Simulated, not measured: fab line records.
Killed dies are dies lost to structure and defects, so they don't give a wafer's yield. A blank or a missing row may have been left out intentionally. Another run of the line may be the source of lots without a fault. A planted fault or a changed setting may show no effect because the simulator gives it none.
Matching of chambers -- flow nand-harc -- 4 sister chambers for NHARC_A_CHANNEL_FILL_D2_ETCHBACK_19 on rie-si-04
The step etches the open film in HBr/Cl2, target depth 5 nm, time 1.7 s. 14 wafers are shown with their chamber, then 7 later ones without.

WAFERS WITH THEIR CHAMBER
wafer,chamber,drypump-motor-current-A (A),oes-product-au (a.u.),throttle-valve-pct (%)
L315.1,1,5.1,1.009,26.403
L315.2,2,5.2,0.990,26.408
L315.4,0,5.3,0.998,26.412
L316.2,1,5.0,1.013,26.403
L316.3,2,5.2,0.984,26.400
L316.5,2,5.2,0.989,26.421
L318.1,0,5.3,0.996,26.405
L318.3,1,5.1,1.009,26.415
L318.5,2,5.1,0.986,26.416
L319.1,1,5.1,1.006,26.412
L319.2,3,6.5,0.998,26.411
L319.6,1,5.1,1.011,26.407
L324.1,0,5.2,1.004,26.414
L324.3,2,5.2,0.982,26.396

SIGNATURES (averages over the wafers above)
reading,chamber 0,chamber 1,chamber 2,chamber 3,scatter within a chamber
drypump-motor-current-A,5.267,5.080,5.180,6.500,0.0476
oes-product-au,0.99933,1.00960,0.98620,0.99800,0.00327
throttle-valve-pct,26.41033,26.40800,26.40820,26.41100,0.00776
Rule: a wafer lies at a distance from a chamber equal to the root of the sum of squares, over the readings, of (its reading less the chamber's mean, divided by the reading's scatter). The wafer belongs to the nearest chamber; if the next one is less than 2 further off, it can't be placed. The scatter is the square root of a quotient: the sum, over the shown wafers, of each reading's squared deviation from its chamber's mean, divided by wafers minus chambers.

WAFERS WHOSE CHAMBER IS MISSING
wafer,drypump-motor-current-A (A),oes-product-au (a.u.),throttle-valve-pct (%)
L324.5,5.1,0.978,26.386
L325.1,5.3,0.996,26.404
L325.3,5.2,0.985,26.397
L325.6,5.2,0.979,26.411
L331.2,5.1,1.008,26.403
L331.4,5.3,0.995,26.413
L331.5,5.2,1.006,26.399

THE CHAMBER EACH PASSED THROUGH
wafer,from the rows above,in truth
L324.5,2,2
L325.1,0,0
L325.3,2,2
L325.6,2,2
L331.2,1,1
L331.4,0,0
L331.5,can't be placed: 0 or 1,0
Placed correctly: 6 of 7. These rows do not allow placing 1 (true chamber among the candidates in 1). Wrongly placed: 0.
